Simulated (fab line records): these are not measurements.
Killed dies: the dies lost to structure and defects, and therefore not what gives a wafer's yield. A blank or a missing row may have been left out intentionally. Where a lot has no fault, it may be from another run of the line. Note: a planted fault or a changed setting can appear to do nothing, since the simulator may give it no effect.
fab line records ; flow nand-harc
record: lots: 6; wafers: 17; last-day: 24
route steps=1159 shown A_CONTACT@918 END@1159
lots that met no fault: from a run of the same line without faults
start-h: hours from the record's opening day to when the first of the lot's shown wafers began ; wait-h: hours since the lot's step before ; " identical to the entry in the row above ; L1.1+2: a single row standing in for several wafers ; - either no value or no given start ; * or withheld: withheld ; < > ~ a bound
route shown NAME@n: names a module that has steps shown in the file, with the first one's number in the route ; usual: mean/standard deviation taken from wafers without a fault ; same: alike in all rows ; chamber/n: place in a boat ; sites: per-site readings ; _std_site: how widely they spread, as a standard deviation ; _edge_site: outer sites' mean less inner sites' ; radius-mm: how far each site lies from the wafer's centre ; mask NAME#n: copy n ; behind: the tool/chamber that last shaped the wafer ; hold: what put the lot on hold/how long, in hours/how the hold closed ; device: transistor that didn't switch, given as n, p or np ; end of line: the route-end tests of the same wafers ; a step with no rows: only its recipe ; killed: the dies lost at the first sort to structure and to defects; this is not the yield of the wafer ; map: the dies of a wafer, with x for killed, . for not killed, _ for no die there
set.NAME: setting as actually run; set.NAME@STEP: the setting as run at that earlier step ; model.NAME: the simulator's own value behind a step, which no gauge read
certain route steps with their lots: each step a table, each wafer a row
services: a tool's chamber out of use, with start hour (start-h, from the record's first day; less than 0 if before it), hours out, and reason
== steps ==
step: NHARC_A_CONTACT_STRIP_104
recipe: cf4-flow-sccm: 100; chf3-flow-sccm: 30; ar-flow-sccm: 0; bias-w: 0; chemistry: CF4/CHF3
step: NHARC_A_CONTACT_STRIP_105
recipe: o2-flow-sccm: 400; cos-flow-sccm: 20; ar-flow-sccm: 0; bias-w: 0; chemistry: O2/COS
step: NHARC_A_CONTACT_ETCH_106
recipe: target-depth-a: 600; overetch-a: 60; time-s: 33; ion-energy-ev: 100; cf4-flow-sccm: 80; o2-flow-sccm: 20; ar-flow-sccm: 0; rf-w: 300; bias-w: 100; chemistry: CF4/O2
usual: bias-w: 99.98/0.28; drypump-motor-current-A: 5.9/0.4; oes_ar_750_au: 1.000/0.0047; oes-product-au: 1.002/0.015; rf-vpp-V: 197.8/1.5; showerhead-plenum-p-Torr: 1.33/0.053; throttle-valve-pct: 13.397/0.0081
lot.wafer;tool;chamber;start-h;wait-h;bias-w;drypump-motor-current-A;oes_ar_750_au;oes-product-au;rf-hours-counter-h;rf-vpp-V;showerhead-plenum-p-Torr;throttle-valve-pct
L354.1;rie-diel-07;2;420.85;0.1;99.77;5.5;1.004;1.014;1;196.6;1.26;13.388
L354.3;rie-diel-07;3;420.85;0.1;100.06;6.0;0.990;0.995;1;196.8;1.34;13.396
L354.6;rie-diel-07;1;420.85;0.1;99.92;6.2;1.005;1.008;-;198.4;1.31;13.385
L357.2;rie-diel-07;1;428.61;0.1;100.32;6.2;1.000;1.006;4;197.2;1.30;13.392
L357.4;rie-diel-07;3;428.61;0.1;100.14;6.0;1.001;1.002;4;197.7;1.34;13.392
L357.6;rie-diel-07;1;428.61;0.1;99.61;6.2;1.007;1.004;-;196.8;1.31;13.391
L363.4;rie-diel-07;2;465.53;0.5;100.52;5.5;1.004;1.033;9;196.0;1.25;13.384
L363.1;rie-diel-07;0;465.53;0.5;99.97;6.4;0.997;0.989;9;199.5;1.39;13.407
L363.6;rie-diel-07;1;465.53;0.5;99.44;6.2;0.990;1.014;-;197.6;1.30;13.386
L366.4;rie-diel-10;0;474.85;0.2;99.93;6.1;0.998;0.998;45;197.2;1.30;13.389
L366.3;rie-diel-10;2;474.85;0.2;99.81;6.6;1.002;1.006;41;200.6;1.42;13.401
L371.2;rie-diel-09;3;509.06;0.0;100.22;5.1;1.000;1.026;23;198.0;1.39;13.395
L371.5;rie-diel-09;3;509.06;0.0;99.96;5.1;0.995;1.020;-;199.3;1.39;13.403
L371.6;rie-diel-09;0;509.06;0.0;100.05;5.9;0.994;1.009;-;198.4;1.35;13.385
L373.1;rie-diel-07;0;515.67;0.1;99.98;6.4;1.002;0.987;17;199.9;1.38;13.425
L373.3;rie-diel-07;1;515.67;0.1;99.56;6.2;0.997;1.003;18;197.1;1.30;13.403
L373.6;rie-diel-07;1;515.67;0.1;99.56;6.1;1.002;0.999;-;196.8;1.30;13.398
step: NHARC_A_CONTACT_STRIP_82
recipe: o2-flow-sccm: 500; ar-flow-sccm: 0; bias-w: 0; chemistry: O2
usual: drypump-motor-current-A: 5.9/0.41; oes-product-au: 1.001/0.015; rf-vpp-V: 57.8/0.87; showerhead-plenum-p-Torr: 3.54/0.13; throttle-valve-pct: 17.036/0.0088
same: bias-w: 0
lot.wafer;tool;chamber;start-h;wait-h;drypump-motor-current-A;oes-product-au;rf-hours-counter-h;rf-vpp-V;showerhead-plenum-p-Torr;throttle-valve-pct
L354.3;rie-diel-07;0;-;-;6.3;0.993;1;57.7;3.66;17.028
L354.1;rie-diel-07;2;-;-;5.5;1.012;1;57.9;3.33;17.048
L354.6;rie-diel-07;3;-;-;6.0;1.002;-;57.8;3.54;17.043
L357.4;rie-diel-07;0;-;-;6.3;0.993;4;58.6;3.66;17.034
L357.2;rie-diel-07;2;-;-;5.5;1.016;4;57.1;3.33;17.025
L357.6;rie-diel-07;0;-;-;6.3;0.986;-;57.3;3.66;17.037
L363.4;rie-diel-07;3;-;-;6.0;0.994;10;57.8;3.54;17.045
L363.1;rie-diel-07;0;-;-;6.3;0.991;9;59.1;3.66;17.039
L363.6;rie-diel-07;2;-;-;5.5;1.030;-;56.0;3.32;17.037
L366.3;rie-diel-10;3;-;-;5.0;0.982;43;58.0;3.74;17.035
L366.4;rie-diel-10;0;-;-;6.1;1.000;45;58.6;3.45;17.025
L371.2;rie-diel-09;1;-;-;5.7;0.983;26;57.0;3.52;17.034
L371.5;rie-diel-09;3;-;-;5.1;1.028;-;57.4;3.66;17.032
L371.6;rie-diel-09;0;-;-;6.0;1.015;-;58.6;3.57;17.028
L373.1;rie-diel-07;2;-;-;5.6;1.038;19;56.4;3.32;17.025
L373.3;rie-diel-07;3;-;-;6.0;0.998;20;57.3;3.53;17.027
L373.6;rie-diel-07;1;-;-;6.2;1.009;-;57.6;3.44;17.024
step: NHARC_A_CONTACT_STRIP_83
recipe: time-s: 600; temp-c: 30; chemistry: post-etch-residue-remover
step: NHARC_A_CONTACT_DEP_84
recipe: target-thk-a: 20000; temp-c: 400; material: aC
usual: throttle-valve-pct: 34.999/0.0096
lot.wafer;tool;chamber;start-h;wait-h;throttle-valve-pct
L354.1;acl-dep-03;0;421.52;-;35.001
L354.3;acl-dep-03;0;421.52;-;34.998
L354.6;acl-dep-03;0;421.52;-;35.017
L357.2;acl-dep-02;0;429.46;-;34.972
L357.4;acl-dep-02;0;429.46;-;34.997
L357.6;acl-dep-02;0;429.46;-;35.004
L363.1;acl-dep-03;0;469.78;-;35.002
L363.4;acl-dep-03;0;469.78;-;35.001
L363.6;acl-dep-03;0;469.78;-;34.991
L366.3;acl-dep-02;0;476.51;-;35.010
L366.4;acl-dep-02;0;476.51;-;35.009
L371.2;acl-dep-02;0;509.91;-;34.996
L371.5;acl-dep-02;0;509.91;-;34.989
L371.6;acl-dep-02;0;509.91;-;35.003
L373.1;acl-dep-03;0;516.83;-;35.001
L373.3;acl-dep-03;0;516.83;-;35.002
L373.6;acl-dep-03;0;516.83;-;34.998
step: NHARC_A_CONTACT_DEP_85
recipe: target-thk-a: 500; target-thk-nm: 50; temp-c: 400; pressure-torr: 3.5; flow-sccm: 200; rf-w: 350; material: SiON
usual: heater-power-w: 789/83
lot.wafer;tool;chamber;start-h;wait-h;heater-power-w
L354.3;pecvd-02;2;422.82;0.7;650
L354.1;pecvd-02;0;422.82;0.7;813
L354.6;pecvd-02;0;422.82;0.7;839
L357.2;pecvd-02;1;430.63;1.0;763
L357.6;pecvd-02;2;430.63;1.0;619
L357.4;pecvd-02;0;430.63;1.0;790
L363.1;pecvd-01;2;471.14;1.2;846
L363.4;pecvd-01;0;471.14;1.2;817
L363.6;pecvd-01;1;471.14;1.2;749
L366.3;pecvd-01;1;477.36;0.6;746
L366.4;pecvd-01;1;477.36;0.6;762
L371.2;pecvd-01;1;510.97;0.8;700
L371.6;pecvd-01;1;510.97;0.8;721
L371.5;pecvd-01;2;510.97;0.8;821
L373.1;pecvd-01;2;518.19;1.2;774
L373.3;pecvd-01;0;518.19;1.2;923
L373.6;pecvd-01;2;518.19;1.2;761
step: NHARC_A_CONTACT_DEHYDRATE_00
recipe: temp-c: 150; time-s: 120
step: NHARC_A_CONTACT_HMDS_01
recipe: time-s: 30
step: NHARC_A_CONTACT_COAT_86
recipe: temp-c: 260; time-s: 75
step: NHARC_A_CONTACT_COAT_87
recipe: temp-c: 225; time-s: 65
step: NHARC_A_CONTACT_COAT_02
recipe: spin-rpm: 1500; resist-thk-nm: 90
step: NHARC_A_CONTACT_SOFTBAKE_03
recipe: temp-c: 105; time-s: 55
usual: heater-power-total-W: 188.45/0.14
lot.wafer;tool;chamber;start-h;wait-h;heater-power-total-W
L354.1;litho-track-04;0;423;-;188.29
L354.3;litho-track-04;0;423;-;188.57
L354.6;litho-track-04;0;423;-;188.57
L357.2;litho-track-01;0;430;-;188.41
L357.4;litho-track-01;0;430;-;188.59
L357.6;litho-track-01;0;430;-;188.59
L363.1;litho-track-04;0;471;-;188.20
L363.4;litho-track-04;0;471;-;188.26
L363.6;litho-track-04;0;471;-;188.40
L366.3;litho-track-04;0;477;-;188.34
L366.4;litho-track-04;0;477;-;209.43
L371.2;litho-track-04;0;511;-;209.27
L371.5;litho-track-04;0;511;-;188.65
L371.6;litho-track-04;0;511;-;188.29
L373.1;litho-track-01;0;518;-;188.37
L373.3;litho-track-01;0;518;-;188.37
L373.6;litho-track-01;0;518;-;188.71
step: NHARC_A_CONTACT_EBR_04
step: NHARC_END_SORT_01
recipe: temp-c: 25
usual: killed-at-array: 30/10; killed-at-other: 0.5/0.82; killed-at-periphery: 2.9/2; killed-dies: 34/11; killed-open: 3.2/1.8; killed-short: 2.0/1.4
same: gross-dies: 677
lot.wafer;tool;chamber;start-h;wait-h;killed-at-array;killed-at-other;killed-at-periphery;killed-dies;killed-open;killed-short
L357.2;prober-02;0;482.74;2.8;35;0;1;36;1;3
L357.4;prober-02;0;484.34;3.4;31;0;3;34;1;1
L357.6;prober-02;0;485.94;4.0;29;0;7;36;5;2
L371.2;prober-02;0;576.11;2.8;47;2;4;53;3;2
L371.5;prober-02;0;578.54;3.7;51;0;5;56;5;2
L371.6;prober-02;0;579.35;4.0;49;0;1;50;1;2
killed by level:class
L357.2 A_CHANNEL_HOLE_D1:chamber-film-flake=14 A_SLIT:chamber-film-flake=8 A_CONTACT:chamber-film-flake=7 A_WL_FILL:geometric-particle:short=2 A_STAIRCASE:chamber-film-flake=2 A_CHANNEL_HOLE_D1:geometric-particle:short=1 A_CHANNEL_FILL_D1:geometric-particle:open=1 P_CONTACT:chamber-film-flake=1
L357.4 A_CHANNEL_HOLE_D1:chamber-film-flake=11 A_SLIT:chamber-film-flake=10 A_STAIRCASE:chamber-film-flake=4 A_CONTACT:chamber-film-flake=3 A_WL_FILL:geometric-particle:short=1 A_CONTACT:geometric-particle:open=1 P_STI:chamber-film-flake=1 P_GATE:chamber-film-flake=1
L357.6 A_SLIT:chamber-film-flake=12 A_CHANNEL_HOLE_D1:chamber-film-flake=8 P_CONTACT:chamber-film-flake=3 A_STAIRCASE:chamber-film-flake=3 P_M1:geometric-particle:open=2 A_CONTACT:chamber-film-flake=2 P_M0:geometric-particle:open=1 P_M0:geometric-particle:short=1
L371.2 A_CHANNEL_HOLE_D1:chamber-film-flake=18 A_SLIT:chamber-film-flake=14 A_CONTACT:chamber-film-flake=4 A_STAIRCASE:chamber-film-flake=3 A_WL_FILL:chamber-film-flake=3 A_M1:chamber-film-flake=2 P_STI:geometric-particle:short=1 P_GATE:geometric-particle:open=1
L371.5 A_CHANNEL_HOLE_D1:chamber-film-flake=19 A_SLIT:chamber-film-flake=17 A_STAIRCASE:chamber-film-flake=5 A_CONTACT:chamber-film-flake=4 P_M1:geometric-particle:open=2 P_M0:geometric-particle:short=1 A_ONON_D1:geometric-particle:open=1 A_CHANNEL_HOLE_D1:geometric-particle:open=1
L371.6 A_CHANNEL_HOLE_D1:chamber-film-flake=18 A_SLIT:chamber-film-flake=14 A_WL_FILL:chamber-film-flake=4 A_CONTACT:chamber-film-flake=4 A_STAIRCASE:chamber-film-flake=2 A_M0:chamber-film-flake=2 A_M1:chamber-film-flake=2 A_CONTACT:geometric-particle:short=1
== services ==
tool;chamber;start-h;hours;kind
rie-diel-07;0;399.53;2.7;repair
rie-diel-07;-;405.22;9.0;pm
rie-diel-07;0;405.22;9.0;vent-cycle
rie-diel-07;1;405.22;9.0;vent-cycle
rie-diel-07;2;405.22;9.0;vent-cycle
rie-diel-07;3;405.22;9.0;vent-cycle
acl-dep-03;-;406.55;13.0;pm
rie-diel-07;0;414.22;-;clean
rie-diel-07;1;414.22;-;clean
rie-diel-07;2;414.22;-;clean
rie-diel-07;3;414.22;-;clean
rie-diel-07;3;414.22;-;consumable-replace:focus-ring
pecvd-01;-;418.14;13.0;pm
rie-diel-09;-;431.35;9.0;pm
rie-diel-07;1;431.74;1.5;repair
pecvd-02;-;435.24;22.6;repair
rie-diel-07;0;438.72;-;clean
litho-track-01;-;443.00;7.0;pm
rie-diel-10;3;460.06;4.1;repair
rie-diel-10;3;479.12;10.5;repair
pecvd-01;-;482.25;5.7;repair
rie-diel-10;0;485.28;9.0;repair
litho-track-04;-;491.00;7.0;pm
pecvd-02;-;515.22;13.0;pm
== key ==
first-sign: step: NHARC_A_CONTACT_SOFTBAKE_03; reading: heater-power-total-W; direction: up; sigmas: 99+; usual: *; struck: *
effect none on later readings
met-at NHARC_A_CONTACT_SOFTBAKE_03
struck-wafers L366.4,L371.2
tester-left-out L366,L371
onset-between 471 477
fault: kind: process-parameter-drift; tool: litho-track-04; chamber: -; onset-h: 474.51; steps: NHARC_A_CONTACT_SOFTBAKE_03; channel: time-s; offset: *; shape: step; end-h: 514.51; scope: struck-wafers-only; acts-in: *; stated: *
tester-left-out: of these lots the tester's yield and bins aren't shown, on N5 and GAA mostly nor the transistor test; their killed dies are dies lost to structure and defects alone, not to doping, threshold or leakage, so they don't give the yield
